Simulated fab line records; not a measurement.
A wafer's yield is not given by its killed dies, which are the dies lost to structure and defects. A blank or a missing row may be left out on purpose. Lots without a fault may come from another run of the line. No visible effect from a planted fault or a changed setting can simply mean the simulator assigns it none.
fab line records / flow n5Finfet
[record] lots = 7 wafers = 21 lastDay = 17
route steps=1938 shown BEOL_M4@1021
lots with no fault: from the same line, run without faults
startH: the number of hours between the record's first day and the start of the first shown wafer of the lot / waitH: hours from the lot's prior step to this one / " same as the row above / L1.1+2: a row that stands for several wafers / - no value present, or no start provided / * or withheld: withheld / < > ~ a bound
route shown NAME@n: names a module that has steps shown in the file, with the first one's number in the route / usual: mean and standard deviation over wafers with no fault / same: alike in all rows / chamber/n: place in a boat / sites: each site's reading / _std_site: how widely they spread, as a standard deviation / _edge_site: the outer-site mean with the inner-site mean subtracted / radiusMm: how far each site lies from the wafer's centre / mask NAME#n: copy n / behind: the last tool/chamber to shape the wafer / hold: reason for holding the lot/hours on hold/outcome of the hold / device: names the non-switching transistor (n, p or np) / end of line: the same wafers' tests at the end of the route / a step given without rows: its recipe and nothing more / killed: at the first sort, the dies lost to defects and structure; wafer yield is something else / map: a wafer's dies, marking killed ones x, the rest . and places with no die _
set.NAME: the setting the step ran with; set.NAME@STEP: the setting that earlier step ran with / model.NAME: the simulator's own value behind a step, which no gauge read
certain route steps with their lots: each step a table, each wafer a row
services: the hour from which a tool's chamber was out of use, counted from the record's first day as startH (under 0 if before that day), plus the number of hours and why
[[steps]]
[step N5_BEOL_M4_ILD_DEP_00]
[recipe] material = SiOC targetThkA = 790 tempC = 350 precursor = DEMS/O2 pressureTorr = 5 rfW = 500 timeS = 15.3
[usual] heaterPowerW = 472/70 showerheadPlenumPTorr = 5.692/0.013 throttleValvePct = 12.2/0.39
lot.wafer=L215.1 tool=pecvd-04 chamber=0 startH=159.33 waitH=0.0 heaterPowerW=417 showerheadPlenumPTorr=5.676 throttleValvePct=12.0
lot.wafer=L215.2 tool=pecvd-04 chamber=2 startH=159.33 waitH=0.0 heaterPowerW=473 showerheadPlenumPTorr=5.677 throttleValvePct=12.0
lot.wafer=L215.3 tool=pecvd-04 chamber=1 startH=159.33 waitH=0.0 heaterPowerW=589 showerheadPlenumPTorr=5.699 throttleValvePct=12.0
lot.wafer=L224.1 tool=pecvd-04 chamber=1 startH=212.15 waitH=0.0 heaterPowerW=522 showerheadPlenumPTorr=5.695 throttleValvePct=11.6
lot.wafer=L224.4 tool=pecvd-04 chamber=1 startH=212.15 waitH=0.0 heaterPowerW=542 showerheadPlenumPTorr=5.700 throttleValvePct=11.8
lot.wafer=L224.5 tool=pecvd-04 chamber=2 startH=212.15 waitH=0.0 heaterPowerW=500 showerheadPlenumPTorr=5.670 throttleValvePct=12.0
lot.wafer=L229.4 tool=pecvd-01 chamber=2 startH=238.21 waitH=0.1 heaterPowerW=476 showerheadPlenumPTorr=5.709 throttleValvePct=11.8
lot.wafer=L229.5 tool=pecvd-01 chamber=0 startH=238.21 waitH=0.1 heaterPowerW=449 showerheadPlenumPTorr=5.701 throttleValvePct=12.6
lot.wafer=L229.6 tool=pecvd-01 chamber=1 startH=238.21 waitH=0.1 heaterPowerW=507 showerheadPlenumPTorr=5.697 throttleValvePct=12.6
lot.wafer=L228.2 tool=pecvd-01 chamber=1 startH=248.44 waitH=0.0 heaterPowerW=546 showerheadPlenumPTorr=5.696 throttleValvePct=12.4
lot.wafer=L228.3 tool=pecvd-01 chamber=2 startH=248.44 waitH=0.0 heaterPowerW=394 showerheadPlenumPTorr=5.694 throttleValvePct=12.3
lot.wafer=L228.4 tool=pecvd-01 chamber=0 startH=248.44 waitH=0.0 heaterPowerW=458 showerheadPlenumPTorr=5.708 throttleValvePct=12.6
lot.wafer=L230.2 tool=pecvd-04 chamber=0 startH=251.26 waitH=0.0 heaterPowerW=383 showerheadPlenumPTorr=5.677 throttleValvePct=12.1
lot.wafer=L230.4 tool=pecvd-04 chamber=1 startH=251.26 waitH=0.0 heaterPowerW=596 showerheadPlenumPTorr=5.692 throttleValvePct=12.0
lot.wafer=L230.6 tool=pecvd-04 chamber=0 startH=251.26 waitH=0.0 heaterPowerW=383 showerheadPlenumPTorr=5.674 throttleValvePct=12.2
lot.wafer=L236.1 tool=pecvd-01 chamber=2 startH=283.27 waitH=0.0 heaterPowerW=417 showerheadPlenumPTorr=5.698 throttleValvePct=11.9
lot.wafer=L236.2 tool=pecvd-01 chamber=1 startH=283.27 waitH=0.0 heaterPowerW=576 showerheadPlenumPTorr=5.690 throttleValvePct=12.5
lot.wafer=L236.3 tool=pecvd-01 chamber=1 startH=283.27 waitH=0.0 heaterPowerW=580 showerheadPlenumPTorr=5.700 throttleValvePct=12.8
lot.wafer=L237.1 tool=pecvd-03 chamber=0 startH=298.74 waitH=0.0 heaterPowerW=425 showerheadPlenumPTorr=5.711 throttleValvePct=13.2
lot.wafer=L237.3 tool=pecvd-03 chamber=1 startH=298.74 waitH=0.0 heaterPowerW=537 showerheadPlenumPTorr=5.665 throttleValvePct=12.1
lot.wafer=L237.5 tool=pecvd-03 chamber=0 startH=298.74 waitH=0.0 heaterPowerW=429 showerheadPlenumPTorr=5.712 throttleValvePct=13.1
[step N5_BEOL_M4_THK_MEAS_01]
[recipe] reads = SiOC_of_BEOL_M4_ILD_DEP_00
[usual] M4_ILD_THK = 79.2/0.98
lot.wafer=L215.1 tool=filmMetro-02 chamber=- startH=159.40 waitH=0.0 M4_ILD_THK[nm]=78.4
lot.wafer=L215.2 tool=filmMetro-02 chamber=- startH=159.40 waitH=0.0 M4_ILD_THK[nm]=78.8
lot.wafer=L215.3 tool=filmMetro-02 chamber=- startH=159.40 waitH=0.0 M4_ILD_THK[nm]=79.1
lot.wafer=L224.1 tool=filmMetro-02 chamber=- startH=212.21 waitH=0.0 M4_ILD_THK[nm]=78.3
lot.wafer=L224.4 tool=filmMetro-02 chamber=- startH=212.21 waitH=0.0 M4_ILD_THK[nm]=78.9
lot.wafer=L224.5 tool=filmMetro-02 chamber=- startH=212.21 waitH=0.0 M4_ILD_THK[nm]=80.1
lot.wafer=L229.4 tool=filmMetro-01 chamber=- startH=238.26 waitH=0.0 M4_ILD_THK[nm]=80.0
lot.wafer=L229.5 tool=filmMetro-01 chamber=- startH=238.26 waitH=0.0 M4_ILD_THK[nm]=78.8
lot.wafer=L229.6 tool=filmMetro-01 chamber=- startH=238.26 waitH=0.0 M4_ILD_THK[nm]=79.8
lot.wafer=L228.2 tool=filmMetro-02 chamber=- startH=248.50 waitH=0.1 M4_ILD_THK[nm]=80.8
lot.wafer=L228.3 tool=filmMetro-02 chamber=- startH=248.50 waitH=0.1 M4_ILD_THK[nm]=79.2
lot.wafer=L228.4 tool=filmMetro-02 chamber=- startH=248.50 waitH=0.1 M4_ILD_THK[nm]=78.6
lot.wafer=L230.2 tool=filmMetro-02 chamber=- startH=251.33 waitH=0.1 M4_ILD_THK[nm]=79.8
lot.wafer=L230.4 tool=filmMetro-02 chamber=- startH=251.33 waitH=0.1 M4_ILD_THK[nm]=79.6
lot.wafer=L230.6 tool=filmMetro-02 chamber=- startH=251.33 waitH=0.1 M4_ILD_THK[nm]=80.1
lot.wafer=L236.1 tool=filmMetro-02 chamber=- startH=283.35 waitH=0.1 M4_ILD_THK[nm]=78.6
lot.wafer=L236.2 tool=filmMetro-02 chamber=- startH=283.35 waitH=0.1 M4_ILD_THK[nm]=78.8
lot.wafer=L236.3 tool=filmMetro-02 chamber=- startH=283.35 waitH=0.1 M4_ILD_THK[nm]=80.4
lot.wafer=L237.1 tool=filmMetro-02 chamber=- startH=298.82 waitH=0.1 M4_ILD_THK[nm]=78.2
lot.wafer=L237.3 tool=filmMetro-02 chamber=- startH=298.82 waitH=0.1 M4_ILD_THK[nm]=79.9
lot.wafer=L237.5 tool=filmMetro-02 chamber=- startH=298.82 waitH=0.1 M4_ILD_THK[nm]=79.5
[step N5_BEOL_M4_PECVD_72]
[recipe] material = SiO2 targetThkA = 160 tempC = 400 precursor = TEOS/O2 pressureTorr = 5.5 rfW = 450 teosFlowSccm = 53.8 gas = O2 flowSccm = 3000 timeS = 18
[usual] heaterPowerW = 686/77 showerheadPlenumPTorr = 8.78/0.05 throttleValvePct = 23.0/0.83
lot.wafer=L215.1 tool=pecvd-03 chamber=0 startH=159.44 waitH=0.0 heaterPowerW=619 showerheadPlenumPTorr=8.86 throttleValvePct=24.4
lot.wafer=L215.2 tool=pecvd-03 chamber=1 startH=159.44 waitH=0.0 heaterPowerW=768 showerheadPlenumPTorr=8.69 throttleValvePct=22.9
lot.wafer=L215.3 tool=pecvd-03 chamber=2 startH=159.44 waitH=0.0 heaterPowerW=649 showerheadPlenumPTorr=8.79 throttleValvePct=21.7
lot.wafer=L224.1 tool=pecvd-03 chamber=2 startH=212.25 waitH=0.0 heaterPowerW=571 showerheadPlenumPTorr=8.77 throttleValvePct=21.8
lot.wafer=L224.4 tool=pecvd-03 chamber=1 startH=212.25 waitH=0.0 heaterPowerW=817 showerheadPlenumPTorr=8.69 throttleValvePct=23.0
lot.wafer=L224.5 tool=pecvd-03 chamber=2 startH=212.25 waitH=0.0 heaterPowerW=575 showerheadPlenumPTorr=8.78 throttleValvePct=21.8
lot.wafer=L229.4 tool=pecvd-04 chamber=2 startH=238.32 waitH=0.1 heaterPowerW=717 showerheadPlenumPTorr=8.74 throttleValvePct=22.9
lot.wafer=L229.5 tool=pecvd-04 chamber=0 startH=238.32 waitH=0.1 heaterPowerW=666 showerheadPlenumPTorr=8.72 throttleValvePct=23.1
lot.wafer=L229.6 tool=pecvd-04 chamber=1 startH=238.32 waitH=0.1 heaterPowerW=865 showerheadPlenumPTorr=8.83 throttleValvePct=22.3
lot.wafer=L228.2 tool=pecvd-03 chamber=2 startH=248.54 waitH=0.0 heaterPowerW=634 showerheadPlenumPTorr=8.78 throttleValvePct=22.0
lot.wafer=L228.3 tool=pecvd-03 chamber=1 startH=248.54 waitH=0.0 heaterPowerW=778 showerheadPlenumPTorr=8.69 throttleValvePct=22.9
lot.wafer=L228.4 tool=pecvd-03 chamber=0 startH=248.54 waitH=0.0 heaterPowerW=643 showerheadPlenumPTorr=8.82 throttleValvePct=24.2
lot.wafer=L230.2 tool=pecvd-01 chamber=0 startH=251.37 waitH=0.0 heaterPowerW=661 showerheadPlenumPTorr=8.80 throttleValvePct=24.0
lot.wafer=L230.4 tool=pecvd-01 chamber=2 startH=251.37 waitH=0.0 heaterPowerW=639 showerheadPlenumPTorr=8.80 throttleValvePct=22.3
lot.wafer=L230.6 tool=pecvd-01 chamber=1 startH=251.37 waitH=0.0 heaterPowerW=809 showerheadPlenumPTorr=8.76 throttleValvePct=23.6
lot.wafer=L236.1 tool=pecvd-01 chamber=2 startH=283.39 waitH=0.0 heaterPowerW=703 showerheadPlenumPTorr=8.78 throttleValvePct=22.2
lot.wafer=L236.2 tool=pecvd-01 chamber=1 startH=283.39 waitH=0.0 heaterPowerW=698 showerheadPlenumPTorr=8.77 throttleValvePct=23.6
lot.wafer=L236.3 tool=pecvd-01 chamber=1 startH=283.39 waitH=0.0 heaterPowerW=714 showerheadPlenumPTorr=8.78 throttleValvePct=23.4
lot.wafer=L237.1 tool=pecvd-04 chamber=2 startH=298.86 waitH=0.0 heaterPowerW=721 showerheadPlenumPTorr=8.72 throttleValvePct=23.1
lot.wafer=L237.3 tool=pecvd-04 chamber=1 startH=298.86 waitH=0.0 heaterPowerW=731 showerheadPlenumPTorr=8.83 throttleValvePct=22.4
lot.wafer=L237.5 tool=pecvd-04 chamber=2 startH=298.86 waitH=0.0 heaterPowerW=714 showerheadPlenumPTorr=8.72 throttleValvePct=23.0
[step N5_BEOL_M4_HM_DEP_02]
[recipe] material = TiN targetThkA = 200 tempC = 25 chamberPressurePa = 0.49996
[usual] throttleValvePct = 29.7/1
lot.wafer=L215.1 tool=pvdSputter-02 chamber=- startH=159.49 waitH=0.0 throttleValvePct=30.3
lot.wafer=L215.2 tool=pvdSputter-02 chamber=- startH=159.49 waitH=0.0 throttleValvePct=28.4
lot.wafer=L215.3 tool=pvdSputter-02 chamber=- startH=159.49 waitH=0.0 throttleValvePct=30.3
lot.wafer=L224.1 tool=pvdSputter-02 chamber=- startH=214.30 waitH=2.0 throttleValvePct=30.4
lot.wafer=L224.4 tool=pvdSputter-02 chamber=- startH=214.30 waitH=2.0 throttleValvePct=30.7
lot.wafer=L224.5 tool=pvdSputter-02 chamber=- startH=214.30 waitH=2.0 throttleValvePct=30.0
lot.wafer=L229.4 tool=pvdSputter-02 chamber=- startH=239.16 waitH=0.8 throttleValvePct=30.2
lot.wafer=L229.5 tool=pvdSputter-02 chamber=- startH=239.16 waitH=0.8 throttleValvePct=29.9
lot.wafer=L229.6 tool=pvdSputter-02 chamber=- startH=239.16 waitH=0.8 throttleValvePct=28.2
lot.wafer=L228.2 tool=pvdSputter-01 chamber=- startH=249.16 waitH=0.6 throttleValvePct=29.3
lot.wafer=L228.3 tool=pvdSputter-01 chamber=- startH=249.16 waitH=0.6 throttleValvePct=31.8
lot.wafer=L228.4 tool=pvdSputter-01 chamber=- startH=249.16 waitH=0.6 throttleValvePct=29.3
lot.wafer=L230.2 tool=pvdSputter-02 chamber=- startH=251.42 waitH=0.0 throttleValvePct=30.2
lot.wafer=L230.4 tool=pvdSputter-02 chamber=- startH=251.42 waitH=0.0 throttleValvePct=29.8
lot.wafer=L230.6 tool=pvdSputter-02 chamber=- startH=251.42 waitH=0.0 throttleValvePct=30.2
lot.wafer=L236.1 tool=pvdSputter-02 chamber=- startH=285.52 waitH=2.1 throttleValvePct=30.6
lot.wafer=L236.2 tool=pvdSputter-02 chamber=- startH=285.52 waitH=2.1 throttleValvePct=30.2
lot.wafer=L236.3 tool=pvdSputter-02 chamber=- startH=285.52 waitH=2.1 throttleValvePct=28.6
lot.wafer=L237.1 tool=pvdSputter-02 chamber=- startH=299.53 waitH=0.7 throttleValvePct=28.6
lot.wafer=L237.3 tool=pvdSputter-02 chamber=- startH=299.53 waitH=0.7 throttleValvePct=30.1
lot.wafer=L237.5 tool=pvdSputter-02 chamber=- startH=299.53 waitH=0.7 throttleValvePct=28.3
[step N5_BEOL_M4_COAT_61]
[recipe] resist = SOC tempC = 250 timeS = 60 spinRpm = 1500 resistThkNm = 60
[step N5_BEOL_M4_COAT_62]
[recipe] resist = SiARC tempC = 220 timeS = 60 spinRpm = 1500 resistThkNm = 12
[step N5_BEOL_M4_COAT_73]
[recipe] resist = underlayer tempC = 205 timeS = 60 spinRpm = 1500 resistThkNm = 5
[step N5_BEOL_M4_COAT_05]
[recipe] resist = CAR-EUV spinRpm = 1500 resistThkNm = 30
[step N5_BEOL_M4_EBR_07]
[recipe] solvent = PGMEA ebrWidthMm = 1.5
[step N5_BEOL_M4_SOFTBAKE_06]
[recipe] tempC = 110 timeS = 60 resist = CAR-EUV
[step N5_BEOL_M4_EXPOSE_08]
[recipe] maskId = M4 na = 0.33 sourceShape = dipole sigmaInner = 0.369 sigmaOuter = 0.767 polarization = unpolarized doseMj = 41.25
[step N5_BEOL_M4_PEB_09]
[recipe] pebTempC = 100 pebTimeS = 60 resist = CAR-EUV
[step N5_BEOL_M4_DEVELOP_10]
[recipe] developTimeS = 30 developer = TMAH resist = CAR-EUV rinseLiquid = surfactantRinse dry = airSpin devTempC = 23
[usual] chillPlateTempC = 23.00/0.1 developTimeS = 30/0 developerTempC = 22.99/0.095 exhaustPa = 45.2/1.1
lot.wafer=L215.1 tool=lithoTrack-02 chamber=0 startH=159.83 waitH=- chillPlateTempC=23.12 developTimeS=30 developerTempC=23.19 exhaustPa=43.8 model.CAR-EUV_of_BEOL_M4_COAT_05.thkNm=29.4
lot.wafer=L215.2 tool=lithoTrack-02 chamber=0 startH=159.83 waitH=- chillPlateTempC=23.01 developTimeS=30 developerTempC=23.02 exhaustPa=42.6 model.CAR-EUV_of_BEOL_M4_COAT_05.thkNm=29.4
lot.wafer=L215.3 tool=lithoTrack-02 chamber=0 startH=159.83 waitH=- chillPlateTempC=23.09 developTimeS=30 developerTempC=23.14 exhaustPa=43.0 model.CAR-EUV_of_BEOL_M4_COAT_05.thkNm=29.6
lot.wafer=L224.1 tool=lithoTrack-03 chamber=0 startH=214.63 waitH=- chillPlateTempC=22.94 developTimeS=30 developerTempC=22.84 exhaustPa=44.5 model.CAR-EUV_of_BEOL_M4_COAT_05.thkNm=29.8
lot.wafer=L224.4 tool=lithoTrack-03 chamber=0 startH=214.63 waitH=- chillPlateTempC=23.10 developTimeS=30 developerTempC=22.94 exhaustPa=43.3 model.CAR-EUV_of_BEOL_M4_COAT_05.thkNm=29.6
lot.wafer=L224.5 tool=lithoTrack-03 chamber=0 startH=214.63 waitH=- chillPlateTempC=22.97 developTimeS=30 developerTempC=23.04 exhaustPa=45.2 model.CAR-EUV_of_BEOL_M4_COAT_05.thkNm=29.6
lot.wafer=L229.4 tool=lithoTrack-02 chamber=- startH=239.62 waitH=- chillPlateTempC=- developTimeS=- developerTempC=- exhaustPa=- model.CAR-EUV_of_BEOL_M4_COAT_05.thkNm=30
lot.wafer=L229.5 tool=lithoTrack-02 chamber=- startH=239.62 waitH=- chillPlateTempC=- developTimeS=- developerTempC=- exhaustPa=- model.CAR-EUV_of_BEOL_M4_COAT_05.thkNm=30
lot.wafer=L229.6 tool=lithoTrack-02 chamber=- startH=239.62 waitH=- chillPlateTempC=- developTimeS=- developerTempC=- exhaustPa=- model.CAR-EUV_of_BEOL_M4_COAT_05.thkNm=30.2
lot.wafer=L228.2 tool=lithoTrack-02 chamber=- startH=249.50 waitH=- chillPlateTempC=- developTimeS=- developerTempC=- exhaustPa=- model.CAR-EUV_of_BEOL_M4_COAT_05.thkNm=29.8
lot.wafer=L228.3 tool=lithoTrack-02 chamber=- startH=249.50 waitH=- chillPlateTempC=- developTimeS=- developerTempC=- exhaustPa=- model.CAR-EUV_of_BEOL_M4_COAT_05.thkNm=29.8
lot.wafer=L228.4 tool=lithoTrack-02 chamber=- startH=249.50 waitH=- chillPlateTempC=- developTimeS=- developerTempC=- exhaustPa=- model.CAR-EUV_of_BEOL_M4_COAT_05.thkNm=30
lot.wafer=L230.2 tool=lithoTrack-02 chamber=- startH=251.77 waitH=- chillPlateTempC=- developTimeS=- developerTempC=- exhaustPa=- model.CAR-EUV_of_BEOL_M4_COAT_05.thkNm=30
lot.wafer=L230.4 tool=lithoTrack-02 chamber=- startH=251.77 waitH=- chillPlateTempC=- developTimeS=- developerTempC=- exhaustPa=- model.CAR-EUV_of_BEOL_M4_COAT_05.thkNm=30
lot.wafer=L230.6 tool=lithoTrack-02 chamber=- startH=251.77 waitH=- chillPlateTempC=- developTimeS=- developerTempC=- exhaustPa=- model.CAR-EUV_of_BEOL_M4_COAT_05.thkNm=30
lot.wafer=L236.1 tool=lithoTrack-02 chamber=0 startH=285.98 waitH=- chillPlateTempC=22.94 developTimeS=30 developerTempC=22.96 exhaustPa=45.4 model.CAR-EUV_of_BEOL_M4_COAT_05.thkNm=29.6
lot.wafer=L236.2 tool=lithoTrack-02 chamber=0 startH=285.98 waitH=- chillPlateTempC=22.96 developTimeS=30 developerTempC=23.14 exhaustPa=45.9 model.CAR-EUV_of_BEOL_M4_COAT_05.thkNm=29.6
lot.wafer=L236.3 tool=lithoTrack-02 chamber=0 startH=285.98 waitH=- chillPlateTempC=23.02 developTimeS=30 developerTempC=22.87 exhaustPa=45.5 model.CAR-EUV_of_BEOL_M4_COAT_05.thkNm=29.6
lot.wafer=L237.1 tool=lithoTrack-02 chamber=0 startH=300.00 waitH=- chillPlateTempC=22.88 developTimeS=30 developerTempC=22.94 exhaustPa=44.9 model.CAR-EUV_of_BEOL_M4_COAT_05.thkNm=29.4
lot.wafer=L237.3 tool=lithoTrack-02 chamber=0 startH=300.00 waitH=- chillPlateTempC=22.88 developTimeS=30 developerTempC=22.90 exhaustPa=44.6 model.CAR-EUV_of_BEOL_M4_COAT_05.thkNm=29.4
lot.wafer=L237.5 tool=lithoTrack-02 chamber=0 startH=300.00 waitH=- chillPlateTempC=23.04 developTimeS=30 developerTempC=23.03 exhaustPa=44.1 model.CAR-EUV_of_BEOL_M4_COAT_05.thkNm=29.4
[step N5_BEOL_M4_CD_MEAS_11]
[recipe] targetCdNm = 16.79 landingEnergyEv = 500 detector = seInlens polarity = opening
[usual] cdNm = 16.76/0.26
lot.wafer=L215.1 tool=cdSem-01 chamber=0 startH=159.89 waitH=- cdNm=16.63
lot.wafer=L215.2 tool=cdSem-01 chamber=0 startH=159.89 waitH=- cdNm=16.69
lot.wafer=L215.3 tool=cdSem-01 chamber=0 startH=159.89 waitH=- cdNm=16.50
lot.wafer=L224.1 tool=cdSem-03 chamber=0 startH=214.69 waitH=- cdNm=16.22
lot.wafer=L224.4 tool=cdSem-03 chamber=0 startH=214.69 waitH=- cdNm=16.77
lot.wafer=L224.5 tool=cdSem-03 chamber=0 startH=214.69 waitH=- cdNm=16.96
lot.wafer=L229.4 tool=cdSem-02 chamber=0 startH=239.68 waitH=- cdNm=-
lot.wafer=L229.5 tool=cdSem-02 chamber=0 startH=239.68 waitH=- cdNm=-
lot.wafer=L229.6 tool=cdSem-02 chamber=0 startH=239.68 waitH=- cdNm=-
lot.wafer=L228.2 tool=cdSem-01 chamber=0 startH=249.56 waitH=- cdNm=-
lot.wafer=L228.3 tool=cdSem-01 chamber=0 startH=249.56 waitH=- cdNm=-
lot.wafer=L228.4 tool=cdSem-01 chamber=0 startH=249.56 waitH=- cdNm=-
lot.wafer=L230.2 tool=cdSem-01 chamber=0 startH=251.83 waitH=- cdNm=-
lot.wafer=L230.4 tool=cdSem-01 chamber=0 startH=251.83 waitH=- cdNm=-
lot.wafer=L230.6 tool=cdSem-01 chamber=0 startH=251.83 waitH=- cdNm=-
lot.wafer=L236.1 tool=cdSem-03 chamber=0 startH=286.04 waitH=- cdNm=16.70
lot.wafer=L236.2 tool=cdSem-03 chamber=0 startH=286.04 waitH=- cdNm=16.25
lot.wafer=L236.3 tool=cdSem-03 chamber=0 startH=286.04 waitH=- cdNm=16.80
lot.wafer=L237.1 tool=cdSem-02 chamber=0 startH=300.05 waitH=- cdNm=16.53
lot.wafer=L237.3 tool=cdSem-02 chamber=0 startH=300.05 waitH=- cdNm=17.31
lot.wafer=L237.5 tool=cdSem-02 chamber=0 startH=300.05 waitH=- cdNm=16.92
[[services]]
tool=pecvd-03 chamber=1 startH=146.17 hours=2.1 kind=scheduledDown
tool=pecvd-03 chamber=- startH=150.42 hours=1.3 kind=repair
tool=pecvd-01 chamber=- startH=177.10 hours=1.7 kind=repair
tool=pecvd-04 chamber=0 startH=193.65 hours=15.3 kind=repair
tool=pecvd-03 chamber=2 startH=194.62 hours=2.1 kind=scheduledDown
tool=pecvd-03 chamber=0 startH=235.17 hours=7.8 kind=repair
tool=pecvd-04 chamber=1 startH=244.42 hours=4.1 kind=repair
tool=pecvd-01 chamber=- startH=264.89 hours=5.5 kind=pm
tool=pecvd-01 chamber=0 startH=278.05 hours=5.5 kind=scheduledDown
tool=pecvd-03 chamber=2 startH=292.78 hours=6.0 kind=repair
[[key]]
[firstSign] step = N5_BEOL_M4_DEVELOP_10 reading = toolRecord direction = missing
effect none on later readings
[modelEffect] step = N5_BEOL_M4_DEVELOP_10 value = CAR-EUV_of_BEOL_M4_COAT_05.thkNm without = 29.51 struck = 29.98
metAt N5_BEOL_M4_DEVELOP_10
struckWafers L228.2,L228.3,L228.4,L229.4,L229.5,L229.6,L230.2,L230.4,L230.6
laterRowsLeftOut L228.2,L228.3,L228.4,L229.4,L229.5,L229.6,L230.2,L230.4,L230.6
sortLeftOut L228.2,L228.3,L228.4,L229.4,L229.5,L229.6,L230.2,L230.4,L230.6
onsetBetween 159.83 239.62
[fault] kind = skippedStepWhole tool = lithoTrack-02 chamber = - onsetH = 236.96 steps = N5_BEOL_M4_DEVELOP_10 scope = struckLotsOnly
// sortLeftOut: the simulated sort isn't trusted on such a fault, so these wafers' sort isn't shown, and their yield isn't known
// laterRowsLeftOut: the simulator's readings of these wafers behind a module that went badly wrong aren't trusted and aren't shown, but for the sort
